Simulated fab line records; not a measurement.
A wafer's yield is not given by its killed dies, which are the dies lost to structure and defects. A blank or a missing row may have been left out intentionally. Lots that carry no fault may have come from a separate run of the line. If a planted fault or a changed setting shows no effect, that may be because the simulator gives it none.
Matching of chambers    flow nand-harc    NHARC_A_CHANNEL_FILL_D1_STRIP_28 on rie-diel-10 has 4 sister chambers
The step strips in O2, time 20 s. 4 wafers are shown with their chamber, then 8 later ones without.

## WAFERS PAIRED WITH THEIR CHAMBERS
wafer   chamber  showerhead-plenum-p-Torr (Torr)
L085.3  0        3.63
L089.6  1        3.49
L088.3  3        3.68
L092.4  2        3.41

## WAFERS WHOSE CHAMBER IS MISSING
wafer   showerhead-plenum-p-Torr (Torr)
L092.5  3.49
L092.6  3.62
L093.1  3.68
L093.4  3.41
L093.5  3.41
L096.1  3.62
L096.4  3.41
L096.6  3.62

## CHAMBER TAKEN BY EACH
wafer   from the rows above  in truth
L092.5  1                    1
L092.6  0                    0
L093.1  3                    3
L093.4  2                    2
L093.5  2                    2
L096.1  0                    0
L096.4  2                    2
L096.6  0                    0
Placed correctly: 8 of 8. Number that these rows cannot place: 0. Wrongly placed: 0.
How it was worked out, from the rows above alone: a wafer's distance from a chamber is the root of the sum, over the readings, of the square of ((its reading less the chamber's mean) divided by the reading's scatter). If the next closest chamber is less than 2 further off than the closest, the wafer can't be placed; otherwise it belongs to the closest. Each chamber's mean is taken over the wafers shown for it. The scatter (one wafer shown for each chamber): square how far every hidden wafer sits from the nearest shown wafer, average those squares and take the square root.
